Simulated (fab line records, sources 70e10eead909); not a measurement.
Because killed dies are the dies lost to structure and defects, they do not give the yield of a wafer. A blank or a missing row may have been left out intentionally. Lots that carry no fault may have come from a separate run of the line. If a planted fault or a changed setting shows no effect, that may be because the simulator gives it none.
fab line records | flow nandHarc
record: lots: 12 wafers: 36 lastDay: 23
route steps=1159 shown A_M1@1043 A_BONDPAD@1082 THIN_TSV@1136 END@1159
lots that met no fault: from a run of the same line without faults
startH: the number of hours between the record's first day and the start of the first shown wafer of the lot | waitH: hours since the lot's step before | " as in the row above | L1.1+2: a single row standing in for several wafers | - no value, or no start given | * or withheld: withheld | < > ~ a bound
route shown NAME@n: NAME is a module with steps in the file, n the number in the route of the first one | usual: mean/standard deviation of fault-free wafers | same: alike in all rows | chamber/n: place in a boat | sites: the reading at each site | _std_site: their standard deviation | _edge_site: outer sites' mean less inner sites' | radiusMm: for every site, how far away it sits from the centre of the wafer | mask NAME#n: copy n | behind: tool/chamber where the wafer was last shaped | hold: why the lot went on hold/how many hours it stayed there/how the hold came to an end | device: which transistor (n, p or np) failed to switch | end of line: the same wafers' tests at the end of the route | for a step that has no rows: nothing shown but its recipe | killed: dies lost to structure and defects at the first sort, not the wafer's yield | map: a wafer's dies, marking killed ones x, the rest . and places with no die _
set.NAME: the run value of the setting; set.NAME@STEP: its run value at that earlier step | model.NAME: the simulator's own value behind a step, which no gauge read
a sample of lots followed through the steps of the route, with each step as a table and each wafer as a row
services: a tool's chamber out of use, with start hour (startH, from the record's first day; less than 0 if before it), hours out, and reason
== steps ==
step: NHARC_A_M1_STRIP_18
recipe: powerW: 1000 n2FlowSccm: 150 h2FlowSccm: 150 arFlowSccm: 0 biasW: 0 chemistry: N2/H2
usual: drypumpMotorCurrentA: 6.0/0.56 oesProductAu: 0.996/0.011 rfVppV: 90.4/1 showerheadPlenumPTorr: 2.01/0.089 throttleValvePct: 14.172/0.0082
columns lot.wafer tool chamber startH waitH drypumpMotorCurrentA oesProductAu rfHoursCounterH rfVppV showerheadPlenumPTorr throttleValvePct
L869.1 rieDiel-01 0 400.56 0.1 5.9 0.992 6 90.1 1.89 14.177
L869.3 " 1 " " 5.7 1.008 6 89.8 1.92 14.163
L869.2 " 3 " " 5.1 0.990 6 91.9 2.10 14.182
L870.2 rieDiel-08 1 405.59 0.1 6.6 1.014 5 91.7 2.15 14.178
L870.1 " 2 " " 5.7 1.001 5 91.5 2.12 14.170
L870.3 " 3 " " 5.6 1.002 5 89.4 1.92 14.178
L872.3 rieDiel-12 3 411.97 0.1 5.3 0.984 0 89.4 1.96 14.164
L872.1 " 0 " " 6.7 1.006 0 90.9 1.92 14.178
L872.6 " 3 " " 5.3 0.989 - 90.4 1.96 14.160
L871.1 rieDiel-12 3 417.19 0.1 5.2 0.994 1 90.9 1.96 14.176
L871.4 " 0 " " 6.7 1.017 1 88.6 1.92 14.160
L871.6 " 0 " " 6.7 1.010 - 90.4 1.92 14.171
L875.4 rieDiel-08 1 440.88 0.1 6.6 1.000 7 91.6 2.15 14.176
L875.3 " 2 " " 5.7 0.977 8 90.6 2.12 14.174
L875.1 " 0 " " 6.4 0.981 7 91.6 2.13 14.179
L878.4 rieDiel-01 2 444.82 0.1 6.5 0.999 7 90.5 1.96 14.163
L878.3 " 3 " " 5.1 1.001 9 91.4 2.10 14.155
L878.1 " 1 " " 5.7 1.002 9 91.4 1.91 14.185
L877.3 rieDiel-12 2 458.89 0.1 6.6 0.987 2 90.7 2.01 14.180
L877.1 " 1 " " 6.0 0.978 2 89.5 2.05 14.174
L877.5 " 2 " " 6.6 0.987 - 91.7 2.01 14.182
L879.4 rieDiel-01 1 462.76 0.1 5.7 1.011 11 90.2 1.91 14.174
L879.2 " 3 " " 5.1 1.004 10 91.2 2.10 14.189
L879.3 " 0 " " 5.9 0.991 11 89.1 1.89 14.179
L882.4 rieDiel-01 2 478.87 0.1 6.5 0.999 10 90.5 1.96 14.179
L882.5 " 0 " " 5.9 1.008 - 89.4 1.89 14.179
L882.6 " 1 " " 5.7 1.022 - 89.2 1.91 14.163
L880.4 rieDiel-01 2 479.38 0.1 6.6 0.996 10 90.3 1.96 14.177
L880.1 " 0 " " 6.0 0.990 12 89.8 1.89 14.180
L880.3 " 1 " " 5.7 0.999 11 89.2 1.91 14.182
L883.1 rieDiel-12 2 501.74 0.1 6.6 0.978 3 90.5 2.01 14.158
L883.2 " 0 " " 6.7 0.997 3 89.6 1.92 14.175
L883.4 " 2 " " 6.6 0.981 - 90.6 2.01 14.172
L889.3 rieDiel-01 3 516.63 0.1 5.1 1.005 1 91.0 2.10 14.173
L889.2 " 2 " " 6.6 0.993 1 90.4 1.96 14.166
L889.5 " 0 " " 5.8 0.998 - 89.8 1.89 14.181
step: NHARC_A_M1_PVD_20
recipe: targetThkA: 50 biasV: 168.6 powerW: 15000 chamberPressurePa: 0.12 timeS: 8.06 substrateTempC: 50 material: TaN
usual: cathodeDcPowerW: 15000/2.6 throttleValvePct: 30.4/0.85
columns lot.wafer tool chamber startH waitH cathodeDcPowerW throttleValvePct
L869.2 pvdSputter-01 - 401.34 - 14997 32.4
L869.3 " - " " 14996 29.8
L869.1 " - " " 15000 29.2
L870.3 pvdSputter-02 - 406.40 - 15003 30.4
L870.2 " - " " 15002 29.0
L870.1 " - " " 15004 30.3
L872.3 pvdSputter-03 - 412.76 - 15001 30.4
L872.1 " - " " 15004 30.1
L872.6 " - " " 14999 31.4
L871.1 pvdSputter-03 - 417.98 - 15003 30.2
L871.4 " - " " 14998 30.2
L871.6 " - " " 14996 31.2
L875.4 pvdSputter-03 - 441.65 - 15002 31.2
L875.1 " - " " 15000 30.4
L875.3 " - " " 14996 29.8
L878.4 pvdSputter-03 - 445.57 - 14999 30.2
L878.3 " - " " 14996 30.0
L878.1 " - " " 14999 31.1
L877.1 pvdSputter-01 - 459.72 - 15001 31.0
L877.3 " - " " 14995 29.6
L877.5 " - " " 14999 29.0
L879.4 pvdSputter-02 - 463.51 - 14997 29.1
L879.2 " - " " 15002 30.3
L879.3 " - " " 14997 30.1
L882.4 pvdSputter-03 - 479.60 - 14999 30.7
L882.5 " - " " 15001 29.7
L882.6 " - " " 15002 30.5
L880.1 pvdSputter-02 - 480.13 - 15000 30.3
L880.3 " - " " 14998 30.8
L880.4 " - " " 14998 28.8
L883.2 pvdSputter-03 - 502.56 - 14999 30.3
L883.4 " - " " 14996 30.5
L883.1 " - " " 14995 29.7
L889.3 pvdSputter-03 - 517.42 - 14996 30.3
L889.2 " - " " 15001 30.9
L889.5 " - " " 14999 30.5
step: NHARC_A_BONDPAD_DEGAS_25
recipe: tempC: 300 timeS: 60
usual: heaterPowerW: 447/38
columns lot.wafer tool chamber startH waitH heaterPowerW
L869.3 pvdSputter-01 - 406.17 - 434
L869.2 " - " " 477
L869.1 " - " " 445
L870.2 pvdSputter-01 - 411.32 - 438
L870.3 " - " " 440
L870.1 " - " " 459
L872.1 pvdSputter-01 - 418.04 - 453
L872.3 " - " " 440
L872.6 " - " " 489
L871.4 pvdSputter-02 - 422.76 - 379
L871.1 " - " " 474
L871.6 " - " " 380
L875.3 pvdSputter-03 - 446.14 - 430
L875.1 " - " " 480
L875.4 " - " " 489
L878.1 pvdSputter-03 - 450.10 - 474
L878.3 " - " " 485
L878.4 " - " " 431
L877.3 pvdSputter-02 - 464.24 - 453
L877.1 " - " " 393
L877.5 " - " " 478
L879.3 pvdSputter-01 - 468.09 - 472
L879.2 " - " " 455
L879.4 " - " " 444
L882.4 pvdSputter-03 - 484.00 - 496
L882.5 " - " " 477
L882.6 " - " " 481
L880.1 pvdSputter-02 - 484.70 - 468
L880.4 " - " " 443
L880.3 " - " " 400
L883.2 pvdSputter-02 - 507.25 - 373
L883.1 " - " " 481
L883.4 " - " " 466
L889.2 pvdSputter-02 - 521.99 - 445
L889.3 " - " " 462
L889.5 " - " " 444
step: NHARC_THIN_TSV_DEGAS_53
recipe: tempC: 300 timeS: 60
usual: heaterPowerW: 458/31
columns lot.wafer tool chamber startH waitH heaterPowerW
L869.3 pvdSputter-02 - 426.43 0.1 484
L869.1 " - " " 449
L869.2 " - " " 394
L870.2 pvdSputter-01 - 432.62 0.1 440
L870.1 " - " " 482
L870.3 " - " " 440
L872.1 pvdSputter-03 - 439.15 0.1 496
L872.3 " - " " 500
L872.6 " - " " 489
L871.1 pvdSputter-01 - 444.43 0.1 484
L871.4 " - " " 471
L871.6 " - " " 475
L875.4 pvdSputter-02 - 465.39 0.1 463
L875.1 " - " " 392
L875.3 " - " " 472
L878.1 pvdSputter-01 - 466.85 0.1 453
L878.3 " - " " 438
L878.4 " - " " 472
L877.3 pvdSputter-01 - 486.42 0.1 445
L877.1 " - " " 483
L877.5 " - " " 436
L879.3 pvdSputter-02 - 487.26 0.1 460
L879.4 " - " " 403
L879.2 " - " " 376
L882.4 pvdSputter-01 - 502.38 0.1 438
L882.6 " - " " 445
L882.5 " - " " 472
L880.1 pvdSputter-03 - 503.69 0.1 476
L880.4 " - " " 504
L880.3 " - " " 453
L883.4 pvdSputter-03 - 531.86 0.1 469
L883.1 " - " " 446
L883.2 " - " " 497
L889.2 pvdSputter-03 - 544.19 0.1 465
L889.3 " - " " 437
L889.5 " - " " 496
step: NHARC_END_SORT_01
recipe: tempC: 25
usual: defectLimitedYield: 95.7/1.4 killedAtArray: 25/9.2 killedAtOther: 0.9/1.3 killedAtPeriphery: 3.3/2.3 killedDies: 29/9.6 killedOpen: 3.2/1.8 killedShort: 2/1.4 sort_bin_2_pct: 1.3/0.65 sort_bin_3_pct: 0.25/0.21 sort_bin_4_pct: 2.8/0.9 sortNPass: 648/9.6 sortRimYieldPct: 94/3 sortYieldPct: 95.7/1.4
same: grossDies: 677 sort_bin_5_pct[%]: 0 sort_bin_6_pct[%]: 0 sort_bin_7_pct[%]: 0 sort_bin_8_pct[%]: 0 sortRimNGross: 106.00
columns lot.wafer tool chamber startH waitH defectLimitedYield[%] killedAtArray killedAtOther killedAtPeriphery killedDies killedOpen killedShort sort_bin_2_pct[%] sort_bin_3_pct[%] sort_bin_4_pct[%] sortNPass sortRimYieldPct[%] sortYieldPct[%]
L879.2 prober-02 0 498.64 2.8 95.1 29 1 3 33 4 3 1.8 0.15 3.0 644 92 95.1
L883.1 prober-02 0 542.04 2.5 96.0 24 2 1 27 3 5 1.0 0.44 2.5 650 96 96.0
L883.2 prober-02 0 542.82 2.8 89.4 69 2 1 72 0 2 3.8 2.95 3.8 605 86 89.4
L883.4 prober-02 0 544.38 3.3 95.1 27 5 1 33 4 5 1.9 0.44 2.5 644 97 95.1
L889.2 prober-02 0 552.50 2.8 95.6 30 0 0 30 2 0 0.6 0.44 3.4 647 89 95.6
L889.3 prober-02 0 553.29 3.1 89.5 69 1 1 71 4 4 3.8 2.22 4.4 606 81 89.5
L889.5 prober-02 0 554.87 3.7 88.5 75 1 2 78 2 4 4.9 2.95 3.7 599 83 88.5
killed by level:class
L879.2 A_CHANNEL_HOLE_D1:chamberFilmFlake=11 A_STAIRCASE:chamberFilmFlake=5 A_CONTACT:chamberFilmFlake=4 A_SGD_CUT:chamberFilmFlake=3 P_CONTACT:geometricParticle:open=1 P_M2:geometricParticle:short=1 A_ONON_D1:geometricParticle:short=1 A_CHANNEL_FILL_D1:geometricParticle:open=1
L883.1 A_STAIRCASE:chamberFilmFlake=6 A_SLIT:chamberFilmFlake=5 A_CONTACT:chamberFilmFlake=3 A_CONTACT:geometricParticle:short=2 A_CHANNEL_HOLE_D1:chamberFilmFlake=2 THIN_TSV:chamberFilmFlake=2 P_M0:geometricParticle:open=1 A_CHANNEL_FILL_D1:geometricParticle:short=1
L883.2 A_M1:unspecified=48 A_STAIRCASE:chamberFilmFlake=11 A_CHANNEL_HOLE_D1:chamberFilmFlake=6 A_SLIT:chamberFilmFlake=3 P_CONTACT:geometricParticle:short=1 STARTING-WAFER:geometricParticle:short=1 A_CONTACT:chamberFilmFlake=1 THIN_TSV:chamberFilmFlake=1
L883.4 A_STAIRCASE:chamberFilmFlake=9 A_CHANNEL_HOLE_D1:chamberFilmFlake=5 THIN_TSV:chamberFilmFlake=5 A_WL_FILL:geometricParticle:short=4 A_SLIT:chamberFilmFlake=4 A_ONON_D1:geometricParticle:open=2 P_M0:geometricParticle:open=1 A_M0:geometricParticle:short=1
L889.2 A_SLIT:chamberFilmFlake=14 A_CHANNEL_HOLE_D1:chamberFilmFlake=8 A_CONTACT:chamberFilmFlake=3 A_STAIRCASE:chamberFilmFlake=2 A_WL_FILL:geometricParticle:open=1 A_CONTACT:geometricParticle:open=1 A_WL_FILL:chamberFilmFlake=1
L889.3 A_M1:unspecified=44 A_SLIT:chamberFilmFlake=8 A_CONTACT:chamberFilmFlake=4 A_CHANNEL_HOLE_D1:chamberFilmFlake=3 A_STAIRCASE:chamberFilmFlake=3 P_M0:geometricParticle:open=1 A_CHANNEL_HOLE_D1:geometricParticle:short=1 A_CHANNEL_FILL_D1:geometricParticle:short=1
L889.5 A_M1:unspecified=48 A_STAIRCASE:chamberFilmFlake=8 A_SLIT:chamberFilmFlake=7 A_CHANNEL_HOLE_D1:chamberFilmFlake=4 A_WL_FILL:chamberFilmFlake=2 P_M0:geometricParticle:short=1 A_ONON_D1:geometricParticle:short=1 A_CHANNEL_HOLE_D1:geometricParticle:open=1
== services ==
columns tool chamber startH hours kind
rieDiel-12 - 379.40 9.0 pm
rieDiel-01 1 385.48 8.4 repair
pvdSputter-02 - 385.65 1.3 repair
rieDiel-01 2 389.09 8.0 repair
pvdSputter-02 - 392.03 10.0 pm
rieDiel-01 0 397.37 - clean
rieDiel-01 1 397.37 - clean
rieDiel-01 2 397.37 - clean
rieDiel-01 3 397.37 - clean
pvdSputter-03 - 398.68 3.1 repair
pvdSputter-02 - 408.58 4.6 repair
rieDiel-01 1 415.69 9.1 repair
rieDiel-08 1 419.73 3.0 repair
pvdSputter-01 - 420.15 4.5 repair
rieDiel-08 1 451.01 3.7 repair
rieDiel-12 3 457.22 3.3 repair
pvdSputter-03 - 458.00 10.0 pm
rieDiel-08 - 478.80 9.0 pm
rieDiel-12 0 481.14 9.0 repair
rieDiel-01 - 492.03 9.0 pm
rieDiel-12 1 493.53 14.4 repair
pvdSputter-01 - 515.20 10.0 pm
rieDiel-12 3 538.67 6.2 repair
rieDiel-08 0 542.79 6.9 repair
== key ==
firstSign: step: NHARC_END_SORT_01 reading: killedAtArray direction: up sigmas: 5 usual: 25 struck: 71
effect: step: NHARC_END_SORT_01 reading: killedDies direction: up sigmas: 4.6 usual: 29 struck: 74
moreKillsBornAt: NHARC_A_M1_PVD_20@pvdSputter-03: 140
metAt NHARC_A_M1_PVD_20
struckLots L883,L889
struckWafers L883.2,L889.3,L889.5
notActingAt NHARC_A_M1_STRIP_18,NHARC_A_BONDPAD_DEGAS_25,NHARC_THIN_TSV_DEGAS_53
onsetBetween 479.60 502.56
fault: kind: chamberParticleSource tool: pvdSputter-03 chamber: - onsetH: 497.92 steps: NHARC_A_M1_PVD_20 ratePerVisitCm2: 1.0015 scope: struckWafersOnly
